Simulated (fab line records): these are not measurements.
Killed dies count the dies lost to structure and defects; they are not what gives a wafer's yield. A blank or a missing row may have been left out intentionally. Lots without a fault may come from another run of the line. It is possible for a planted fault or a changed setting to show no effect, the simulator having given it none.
Matching of chambers / flow nand_harc / 3 sister chambers for NHARC_A_STAIRCASE_DEP_156 on pecvd-03
The step deposits SiNx, target thk 50 nm. 14 wafers are shown with their chamber, then 7 later ones without.

WAFERS WITH THEIR CHAMBER
wafer=L077.1; chamber=0; heater_power_w (W)=691
wafer=L077.5; chamber=1; heater_power_w (W)=686
wafer=L077.6; chamber=2; heater_power_w (W)=659
wafer=L079.2; chamber=1; heater_power_w (W)=674
wafer=L079.4; chamber=2; heater_power_w (W)=595
wafer=L079.6; chamber=1; heater_power_w (W)=688
wafer=L086.1; chamber=0; heater_power_w (W)=762
wafer=L086.2; chamber=1; heater_power_w (W)=637
wafer=L086.6; chamber=0; heater_power_w (W)=789
wafer=L087.2; chamber=2; heater_power_w (W)=687
wafer=L087.3; chamber=0; heater_power_w (W)=710
wafer=L087.6; chamber=0; heater_power_w (W)=708
wafer=L089.3; chamber=0; heater_power_w (W)=715
wafer=L089.4; chamber=0; heater_power_w (W)=740

SIGNATURES, as means of the wafers listed above
reading=heater_power_w; chamber 0=730.71; chamber 1=671.25; chamber 2=647.00; scatter within a chamber=34.8
Rule: a wafer lies at a distance from a chamber equal to the root of the sum of squares, over the readings, of (its reading less the chamber's mean, divided by the reading's scatter). If the next closest chamber is less than 2 further off than the closest, the wafer can't be placed; otherwise it belongs to the closest. The scatter: take each reading less its chamber's mean, square it, sum over the shown wafers, divide by the number of wafers less the number of chambers, and take the root.

WAFERS WHOSE CHAMBER IS MISSING
wafer=L089.5; heater_power_w (W)=667
wafer=L090.1; heater_power_w (W)=716
wafer=L090.5; heater_power_w (W)=604
wafer=L090.6; heater_power_w (W)=680
wafer=L093.1; heater_power_w (W)=729
wafer=L093.2; heater_power_w (W)=660
wafer=L093.4; heater_power_w (W)=692

THE CHAMBER EACH PASSED THROUGH
wafer=L089.5; from the rows above=can't be placed: 1 or 2 or 0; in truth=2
wafer=L090.1; from the rows above=can't be placed: 0 or 1 or 2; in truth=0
wafer=L090.5; from the rows above=can't be placed: 2 or 1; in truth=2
wafer=L090.6; from the rows above=can't be placed: 1 or 2 or 0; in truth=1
wafer=L093.1; from the rows above=can't be placed: 0 or 1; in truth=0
wafer=L093.2; from the rows above=can't be placed: 1 or 2 or 0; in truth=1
wafer=L093.4; from the rows above=can't be placed: 1 or 0 or 2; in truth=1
0 of 7 placed correctly. Cannot be placed on the basis of these rows: 7; the candidates contain the true chamber in 7. Number placed wrongly: 0.
